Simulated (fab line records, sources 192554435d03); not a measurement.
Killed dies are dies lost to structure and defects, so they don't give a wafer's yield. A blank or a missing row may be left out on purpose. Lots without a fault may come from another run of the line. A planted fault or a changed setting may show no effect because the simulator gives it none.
Chamber matching | flow n5_finfet | N5_PASSIVATION_VIA_ETCH_13 on rie_diel-05: 4 sister chambers
The step etches SiO2 in CHF3/O2, target depth 660 nm, time 330 s. 14 wafers are shown with their chamber, then 6 later ones without.

WAFERS WITH THEIR CHAMBER
wafer  | chamber | showerhead_plenum_p_Torr (Torr) | rf_vpp_V (V) | throttle_valve_pct (%)
L252.2 | 1       | 2.31                            | 531          | 19.37
L252.3 | 2       | 2.48                            | 506          | 18.99
L252.4 | 0       | 2.52                            | 546          | 18.94
L253.3 | 3       | 2.48                            | 528          | 19.06
L253.5 | 2       | 2.48                            | 507          | 19.01
L254.1 | 1       | 2.31                            | 532          | 19.38
L254.2 | 3       | 2.48                            | 530          | 19.04
L254.5 | 0       | 2.52                            | 546          | 18.95
L259.1 | 1       | 2.30                            | 532          | 19.38
L259.2 | 0       | 2.52                            | 547          | 18.95
L259.3 | 2       | 2.48                            | 506          | 19.02
L260.1 | 1       | 2.30                            | 533          | 19.39
L260.3 | 0       | 2.52                            | 547          | 18.99
L260.6 | 0       | 2.52                            | 546          | 18.98

SIGNATURES (means of the wafers above)
reading                  | chamber 0 | chamber 1 | chamber 2 | chamber 3 | scatter within a chamber
showerhead_plenum_p_Torr | 2.5200    | 2.3050    | 2.4800    | 2.4800    | 0.00316
rf_vpp_V                 | 546.40    | 532.00    | 506.33    | 529.00    | 0.766
throttle_valve_pct       | 18.9620   | 19.3800   | 19.0067   | 19.0500   | 0.0166
Rule: a wafer's distance from a chamber is the root of the sum, over the readings, of the square of ((its reading less the chamber's mean) divided by the reading's scatter). The wafer belongs to the nearest chamber; if the next one is less than 2 further off, it can't be placed. The scatter: the root of (the sum of the squares of (reading less its chamber's mean) over the shown wafers, divided by (wafers less chambers)).

WAFERS WITHOUT THEIR CHAMBER
wafer  | showerhead_plenum_p_Torr (Torr) | rf_vpp_V (V) | throttle_valve_pct (%)
L270.1 | 2.51                            | 546          | 18.99
L270.4 | 2.29                            | 531          | 19.43
L270.6 | 2.47                            | 529          | 18.68
L275.2 | 2.29                            | 530          | 19.44
L275.3 | 2.47                            | 507          | 18.63
L275.6 | 2.29                            | 532          | 19.44

WHICH CHAMBER EACH WENT THROUGH
wafer  | from the rows above | in truth
L270.1 | 0                   | 0
L270.4 | 1                   | 1
L270.6 | 3                   | 3
L275.2 | 1                   | 1
L275.3 | 2                   | 2
L275.6 | 1                   | 1
Placed correctly: 6 of 6. Can't be placed from these rows: 0. Placed wrongly: 0.
